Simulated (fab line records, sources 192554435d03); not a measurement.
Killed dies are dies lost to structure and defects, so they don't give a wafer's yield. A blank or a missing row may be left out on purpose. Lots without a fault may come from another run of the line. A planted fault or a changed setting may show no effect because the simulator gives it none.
A struck lot beside a sound one | flow n5_finfet | 15 steps out of a route of 1938
Sound: wafers L941.1, L941.3, L941.4. Struck: wafers L944.2, L944.4, L944.6. The cause comes at the end.
At each step with rows: each side's tool, then ch and its chambers, then its first start. Under that, the readings that differ: sound wafers | struck wafers | difference of the means | sigmas: that difference in standard deviations of wafers without a fault.
alike: readings whose means differ by less than 2 such deviations, and words and numbers that are the same on both sides. not compared: withheld readings, readings that some wafer has no value for, bounds like >300 that may hide the same value, and numbers for which the record gives no deviation and whose values overlap.
The two part at a step that has a row with sigmas, a row that says differs or no value, or rows on one side only. Numbers that don't overlap but have no deviation are shown without sigmas and don't part them. A reading that every wafer of one side lacks parts them only if that side has two wafers or more.

first, 4 steps without rows for these wafers: N5_FIN_SAQP_SOFTBAKE_11 (time 60 s); N5_FIN_SAQP_EXPOSE_13 (exposes mask FIN CORE, target cd 35.6 nm); N5_FIN_SAQP_PEB_14 (peb time 60 s); N5_FIN_SAQP_DEVELOP_15 (develop time 30 s).
N5_FIN_SAQP_CD_MEAS_16: target cd 35.6 nm.
  sound on cd_sem-02 ch 0, day 4 16:17; struck on cd_sem-03 ch 0, day 5 09:34
  alike: cd_nm
N5_FIN_SAQP_OVL_MEAS_17:
  sound on overlay-01 ch 0, day 4 16:19; struck on overlay-01 ch 0, day 5 09:35
  alike: FIN_CORE_OVL
N5_FIN_SAQP_INSPECT_18: inspects for defects (brightfield).
  sound on defect_inspect-01, day 4 16:20; struck on defect_inspect-01, day 5 09:37
  alike: raw_defect_count
N5_FIN_SAQP_DESCUM_21: chemistry O2, time 7.9 s.
  sound on rie_diel-05 ch 0,2,3, day 4 16:24; struck on rie_diel-05 ch 0,2,3, day 5 09:40
  alike: drypump_motor_current_A, oes_product_au, rf_vpp_V, showerhead_plenum_p_Torr, throttle_valve_pct
  not compared: rf_hours_counter_h
N5_FIN_SAQP_ETCH_51: etches SiARC in CF4, target depth 45.5 nm, time 75.8 s.
  sound on rie_diel-05 ch 0,2,3, day 4 16:26; struck on rie_diel-05 ch 0,2,3, day 5 09:43
  alike: cf4_flow_sccm, drypump_motor_current_A, etch_rf_on_time_s, oes_product_au, rf_vpp_V, showerhead_plenum_p_Torr, throttle_valve_pct
  not compared: rf_hours_counter_h
N5_FIN_SAQP_ETCH_52: etches SOC in N2/H2, target depth 100 nm, overetch 20 nm, time 150 s.
  sound on rie_diel-05 ch 0,2,3, day 4 16:29; struck on rie_diel-05 ch 0,2,3, day 5 09:46
  alike: drypump_motor_current_A, oes_product_au, rf_vpp_V, showerhead_plenum_p_Torr, throttle_valve_pct
  not compared: rf_hours_counter_h
then, 1 step without rows for these wafers: N5_FIN_SAQP_STRIP_53 (strips in N2/H2).
N5_FIN_SAQP_HM_OPEN_73: chemistry CHF3/O2, target SiO2, stops on a-Si, target depth 12 nm, time 16.8 s.
  sound on rie_diel-05 ch 0,2,3, day 4 16:36; struck on rie_diel-05 ch 0,2,3, day 5 09:52
  alike: drypump_motor_current_A, oes_product_au, rf_vpp_V, showerhead_plenum_p_Torr, throttle_valve_pct
  not compared: rf_hours_counter_h
N5_FIN_SAQP_STRIP_74: strips in CHF3/O2.
  sound on rie_diel-05 ch 0,2,3, day 4 16:39; struck on rie_diel-05 ch 0,2,3, day 5 09:56
  reading                                     | sound | struck            | difference | sigmas
  model.SiARC_of_FIN_SAQP_COAT_50.thk_nm (nm) | 0 0 0 | 5.859 5.467 5.625 | +5.650     |
N5_FIN_SAQP_MANDREL_ETCH_22: etches a-Si in HBr/Cl2, stops on SiNx, target depth 60 nm, bt time 10 s, time 30 s.
  sound on rie_si-05 ch 1,2,3, day 4 16:41; struck on rie_si-05 ch 1,2,3, day 5 09:58
  alike: drypump_motor_current_A, oes_product_au, throttle_valve_pct
  not compared: rf_hours_counter_h
N5_PASSIVATION_PROBE_49:
  the record has rows for the sound wafers here (prober-02, day 14 05:22) and none for the struck ones

WHERE THEY PART
Only at N5_PASSIVATION_PROBE_49, within this record.

WHY: what the simulator had put in
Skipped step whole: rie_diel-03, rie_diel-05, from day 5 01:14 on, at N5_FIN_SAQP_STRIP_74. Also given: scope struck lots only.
